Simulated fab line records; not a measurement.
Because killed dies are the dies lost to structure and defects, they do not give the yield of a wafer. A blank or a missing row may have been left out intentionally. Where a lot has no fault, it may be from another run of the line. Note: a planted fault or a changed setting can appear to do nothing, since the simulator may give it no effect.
What tool caused it? :: flow n5-finfet :: Sampling: 12 lots, 36 wafers, 2 of 1938 route steps

== WHAT THE GAUGES READ, wafer by wafer ==
N5_BEOL_M10_CD_MEAS_18: pitch 140 nm, target cd 70 nm.
lot: L074
measured: day 10 10:12
on: cd-sem-01
cd-nm (nm): 69.6 69.2 68.5

lot: L078
measured: day 10 18:04
on: cd-sem-02
cd-nm (nm): 68.9 69.6 69.9

lot: L076
measured: day 11 03:11
on: cd-sem-03
cd-nm (nm): 69.2 68.5 69.6

lot: L080
measured: day 11 11:16
on: cd-sem-01
cd-nm (nm): 69.4 68.9 69.0

lot: L083
measured: day 12 03:38
on: cd-sem-03
cd-nm (nm): 70.3 70.1 70.2

lot: L085
measured: day 12 20:53
on: cd-sem-01
cd-nm (nm): 69.1 68.7 69.6

lot: L088
measured: day 13 07:06
on: cd-sem-01
cd-nm (nm): 69.8 69.4 69.9

lot: L089
measured: day 13 17:34
on: cd-sem-02
cd-nm (nm): 70.0 69.6 69.6

lot: L090
measured: day 14 02:25
on: cd-sem-01
cd-nm (nm): 69.7 70.6 70.7

lot: L092
measured: day 14 20:19
on: cd-sem-01
cd-nm (nm): 70.3 70.7 70.6

lot: L095
measured: day 15 03:00
on: cd-sem-02
cd-nm (nm): 69.3 69.4 68.9

lot: L097
measured: day 15 13:52
on: cd-sem-01
cd-nm (nm): 68.8 69.9 68.5

== WHAT TOOL EACH LOT RAN ON (gives the tool, then ch and the chambers of the sampled wafers, and finally the start) ==
lot: L074
N5_BEOL_M10_HM_OPEN_17: rie-metal-02 ch 0, day 10 09:53

lot: L078
N5_BEOL_M10_HM_OPEN_17: rie-metal-02 ch 0, day 10 17:49

lot: L076
N5_BEOL_M10_HM_OPEN_17: rie-metal-03 ch 0, day 11 02:55

lot: L080
N5_BEOL_M10_HM_OPEN_17: rie-metal-02 ch 0, day 11 10:58

lot: L083
N5_BEOL_M10_HM_OPEN_17: rie-metal-03 ch 0,1, day 12 03:26

lot: L085
N5_BEOL_M10_HM_OPEN_17: rie-metal-03 ch 0,1, day 12 20:43

lot: L088
N5_BEOL_M10_HM_OPEN_17: rie-metal-02 ch 0,1, day 13 06:53

lot: L089
N5_BEOL_M10_HM_OPEN_17: rie-metal-02 ch 1, day 13 17:22

lot: L090
N5_BEOL_M10_HM_OPEN_17: rie-metal-03 ch 0,1, day 14 02:16

lot: L092
N5_BEOL_M10_HM_OPEN_17: rie-metal-02 ch 0,1, day 14 20:06

lot: L095
N5_BEOL_M10_HM_OPEN_17: rie-metal-01 ch 0, day 15 02:47

lot: L097
N5_BEOL_M10_HM_OPEN_17: rie-metal-03 ch 0,1, day 15 13:41
- N5_BEOL_M10_HM_OPEN_17: chemistry Cl2/BCl3, target TiN, target depth 20 nm, overetch 6 nm.

== THE ANSWER, worked out from the rows above alone ==
Rule: the lots themselves supply what counts as usual. Put in order of their means at a reading, lots are off if they are a third of the lots or fewer, leave a main group of 4 or more, and stand apart from it by a gap of 3 or more times the standard deviation of the main group's means; of several such gaps the widest counts. Not used: any main group whose means are identical at the precision the tables above print for the reading. Also off: a lot with no number at a reading for which 4 or more lots have one. Any other lot the step has rows for is counted as sound.
No lot is off on any of the readings shown, so nothing can be concluded from this.

== WHAT THE SIMULATOR PUT IN ==
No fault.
